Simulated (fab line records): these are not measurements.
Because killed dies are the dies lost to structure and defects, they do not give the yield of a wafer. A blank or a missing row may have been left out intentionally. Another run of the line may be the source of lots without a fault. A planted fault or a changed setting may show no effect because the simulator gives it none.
One fault through the eyes of 2 desks | flow n5_finfet | only its own numbers are on each desk; what lay behind them is given at the end

## DESK OF THE TOOL OWNER: pecvd-03
The tool's own readings at N5_BEOL_M3_ILD_DEP_00 (deposits SiOC from DEMS/O2, target thk 79 nm, time 15.3 s): means of the sampled wafers that have a number, for each lot that ran on this tool. Marked OUT: a lot whose mean sits more than 4 standard deviations from the usual mean, which makes it out of limits; the brackets give that distance.
Columns: A = chamber_pressure_Torr at N5_BEOL_M3_ILD_DEP_00, usual 4.998 Torr; B = heater_power_w at N5_BEOL_M3_ILD_DEP_00, usual 479 W; C = showerhead_plenum_p_Torr at N5_BEOL_M3_ILD_DEP_00, usual 5.693 Torr; D = throttle_valve_pct at N5_BEOL_M3_ILD_DEP_00, usual 11.7 %
lot  | first seen here | A     | B   | C     | D
L915 | day 7 14:45     | 5.007 | 437 | 5.697 | 11.8
L916 | day 7 17:31     | 4.992 | 462 | 5.689 | 11.6
L917 | day 7 23:52     | 4.997 | 405 | 5.686 | 11.7
L919 | day 8 14:37     | 5.000 | 413 | 5.689 | 11.5
L925 | day 10 04:34    | 4.997 | 454 | 5.688 | 11.8
L926 | day 10 05:25    | 4.989 | 436 | 5.692 | 11.7
Result from this desk: across the 6 lots, nothing is out of limits.

## AT THE METROLOGY DESK
What the gauges read for every lot (on any tool): the sampled wafers with a number, averaged. Marked OUT: a lot whose mean sits more than 4 standard deviations from the usual mean, which makes it out of limits; the brackets give that distance. Readings shown: 7 out of 11 (the first out of limits, and those lying furthest out on some lot).
Columns: A = M3_ILD_THK at N5_BEOL_M3_THK_MEAS_01, usual 79.3 nm; B = IOFF_N at N5_BEOL_M4_RC_MEAS_101, usual 0.161 nA/um; C = ION_P at N5_BEOL_M4_RC_MEAS_101, usual 462 uA/um; D = SS_N at N5_BEOL_M4_RC_MEAS_101, usual 71.5 mV/dec; E = SS_P at N5_BEOL_M4_RC_MEAS_101, usual 73.2 mV/dec; F = VT_N at N5_BEOL_M4_RC_MEAS_101, usual 249.1 mV; G = VT_P at N5_BEOL_M4_RC_MEAS_101, usual -249.9 mV
lot  | first seen here | A               | B     | C   | D    | E    | F     | G
L915 | day 7 14:49     | 79.3            | 0.166 | 463 | 71.3 | 73.2 | 249.6 | -248.4
L916 | day 7 17:35     | 79.0            | 0.132 | 461 | 71.2 | 72.9 | 252.3 | -251.3
L917 | day 7 23:56     | 79.8            | 0.128 | 455 | 70.3 | 72.5 | 252.2 | -255.1
L919 | day 8 14:41     | 79.3            | 0.181 | 461 | 71.6 | 73.8 | 248.6 | -248.4
L921 | day 8 18:22     | 78.2            | 0.163 | 463 | 71.6 | 72.9 | 249.1 | -249.6
L925 | day 10 04:37    | 73.5 (-6.6) OUT | 0.157 | 469 | 71.2 | 72.9 | 247.0 | -244.3
L926 | day 10 05:29    | 72.4 (-7.9) OUT | 0.169 | 460 | 72.1 | 73.5 | 251.4 | -249.7
L929 | day 10 21:04    | 79.6            | 0.172 | 459 | 71.2 | 72.9 | 248.2 | -250.2
L934 | day 12 03:02    | 79.2            | 0.130 | 464 | 71.5 | 73.2 | 254.5 | -250.7
L935 | day 12 07:40    | 79.0            | 0.170 | 461 | 72.1 | 73.5 | 247.9 | -249.7
This desk's finding: out of limits on L925, L926; first on L925, day 10 04:37 (M3_ILD_THK at N5_BEOL_M3_THK_MEAS_01). L915, L916, L917, L919, L921, L929, L934, L935 stayed within limits.

## PUT TOGETHER
Metrology desk: alarm possible at day 10 04:37 on L925, L926.
The tool owner's desk saw nothing out of limits.
The tool owner's desk has L925, L926 on record, within its limits.
Every lot named ran N5_BEOL_M3_ILD_DEP_00 on pecvd-03.

## WHAT HAD BEEN PUT IN BY THE SIMULATOR
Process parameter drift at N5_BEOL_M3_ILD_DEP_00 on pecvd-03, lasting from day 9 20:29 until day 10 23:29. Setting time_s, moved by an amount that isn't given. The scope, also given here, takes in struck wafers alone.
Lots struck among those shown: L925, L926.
Time in hours between the start of the fault and the first out-of-limits reading at each desk: metrology desk, 8.
